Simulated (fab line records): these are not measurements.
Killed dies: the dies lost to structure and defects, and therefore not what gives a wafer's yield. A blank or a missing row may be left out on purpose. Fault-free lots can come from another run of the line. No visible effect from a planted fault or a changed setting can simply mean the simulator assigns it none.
A struck lot beside a sound one / flow n5_finfet / 16 steps out of a route of 1938
Sound: these wafers, L627.1, L627.2, L627.5. Wafers struck: L621.1, L621.3, L621.4. Last of all comes the cause.
Each step with rows lists, per side, the tool, then ch with its chambers, then its first start. Under that, the readings that differ: sound wafers / struck wafers / difference of the means / sigmas: that difference in standard deviations of wafers without a fault.
alike: a reading whose means differ by less than 2 such deviations, as well as words and numbers matching on both sides. not compared: withheld readings; readings where some wafer has no value; bounds like >300 that might hide an equal value; numbers whose values overlap and for which the record gives no deviation.
The two part at a step that has a row with sigmas, a row that says differs or no value, or rows on one side only. Numbers that have no deviation but don't overlap get no sigmas and don't part them. A reading that every wafer of one side lacks parts them only if that side has two wafers or more.

first, 2 steps without rows for these wafers: N5_BEOL_M5_PEB_09 (peb time 60 s); N5_BEOL_M5_DEVELOP_10 (develop time 30 s).
N5_BEOL_M5_CD_MEAS_11 targets a cd of 27.74 nm.
  sound on cd_sem-03 ch 0, day 12 09:48; struck on cd_sem-03 ch 0, day 11 14:56
  alike: cd_nm
N5_BEOL_M5_OVL_MEAS_12:
  sound on overlay-02 ch 0, day 12 09:50; struck on overlay-01 ch 0, day 11 14:58
  alike: M5_OVL
N5_BEOL_M5_INSPECT_13: inspects for defects (brightfield).
  sound on defect_inspect-01, day 12 09:53; struck on defect_inspect-02, day 11 15:01
  alike: raw_defect_count
then, 1 step without rows for these wafers: N5_BEOL_M5_DESCUM_16 (chemistry O2, time 7 s).
N5_BEOL_M5_ETCH_72: etches underlayer in N2/H2, target depth 6.5 nm, time 5.2 s.
  sound on rie_diel-03 ch 0,2, day 12 10:08; struck on rie_diel-05 ch 1,2,3, day 11 15:21
  alike: drypump_motor_current_A, etch_rf_on_time_s, n2_flow_sccm, oes_product_au, rf_vpp_V, showerhead_plenum_p_Torr, throttle_valve_pct
  not compared: rf_hours_counter_h
N5_BEOL_M5_ETCH_61: etches SiARC in CF4, target depth 15.6 nm, time 26 s.
  sound on rie_diel-03 ch 0,2, day 12 10:08; struck on rie_diel-05 ch 1,2,3, day 11 15:22
  alike: drypump_motor_current_A, etch_rf_on_time_s, oes_product_au, rf_vpp_V, showerhead_plenum_p_Torr, throttle_valve_pct
  not compared: rf_hours_counter_h
N5_BEOL_M5_ETCH_62: etches SOC in N2/H2, target depth 75 nm, overetch 15 nm, time 112.5 s.
  sound on rie_diel-03 ch 0,2, day 12 10:10; struck on rie_diel-05 ch 1,2,3, day 11 15:24
  alike: drypump_motor_current_A, n2_flow_sccm, oes_product_au, rf_vpp_V, showerhead_plenum_p_Torr, throttle_valve_pct
  not compared: rf_hours_counter_h
then, 2 steps without rows for these wafers: N5_BEOL_M5_STRIP_63 (strips in N2/H2); N5_BEOL_M5_STRIP_73 (strips in N2/H2).
N5_BEOL_M5_STRIP_64: strips in CF4.
  sound on rie_diel-03 ch 0,2, day 12 10:18; struck on rie_diel-05 ch 1,2,3, day 11 15:31
  alike: drypump_motor_current_A, oes_product_au, rf_vpp_V, showerhead_plenum_p_Torr, throttle_valve_pct
  not compared: rf_hours_counter_h
N5_BEOL_M5_HM_OPEN_17: chemistry Cl2/BCl3, target TiN, target depth 20 nm, overetch 6 nm.
  sound on rie_metal-02 ch 0,1, day 12 10:20; struck on rie_metal-02 ch 0,1, day 11 15:34
  no value came back on the struck wafers for any of 6 readings (bcl3_flow_sccm (sccm), bias_w (W) and others); on the sound wafers bcl3_flow_sccm (sccm) reads 21.76 21.82 21.74
reading=model.SOC_of_BEOL_M5_COAT_59.thk_nm (nm); sound=51.8 51.8 52; struck=60 60 60; difference=+8; sigmas=
  not compared: rf_hours_counter_h
N5_BEOL_M5_STRIP_19: strips in O2.
  sound on rie_diel-03 ch 0,2,3, day 12 10:34; struck on rie_diel-03 ch 0,1,3, day 11 15:40
  alike: drypump_motor_current_A, oes_product_au, rf_vpp_V, showerhead_plenum_p_Torr, throttle_valve_pct
  not compared: rf_hours_counter_h
N5_BEOL_M5_CD_MEAS_18: pitch 56 nm, target cd 28 nm.
  sound on cd_sem-01, day 12 10:38; struck on cd_sem-02, day 11 15:44
reading=cd_nm (nm); sound=27.9 28.4 28.0; struck=- - -; difference=no value on the struck wafers; sigmas=
then, 1 step without rows for these wafers: N5_BEOL_M5_COAT_65 (time 60 s, resist thk 60 nm).

== WHERE THEY PART ==
Last at N5_BEOL_M5_CD_MEAS_18 as far as this record goes, first at N5_BEOL_M5_HM_OPEN_17.

WHY: what had been put in by the simulator
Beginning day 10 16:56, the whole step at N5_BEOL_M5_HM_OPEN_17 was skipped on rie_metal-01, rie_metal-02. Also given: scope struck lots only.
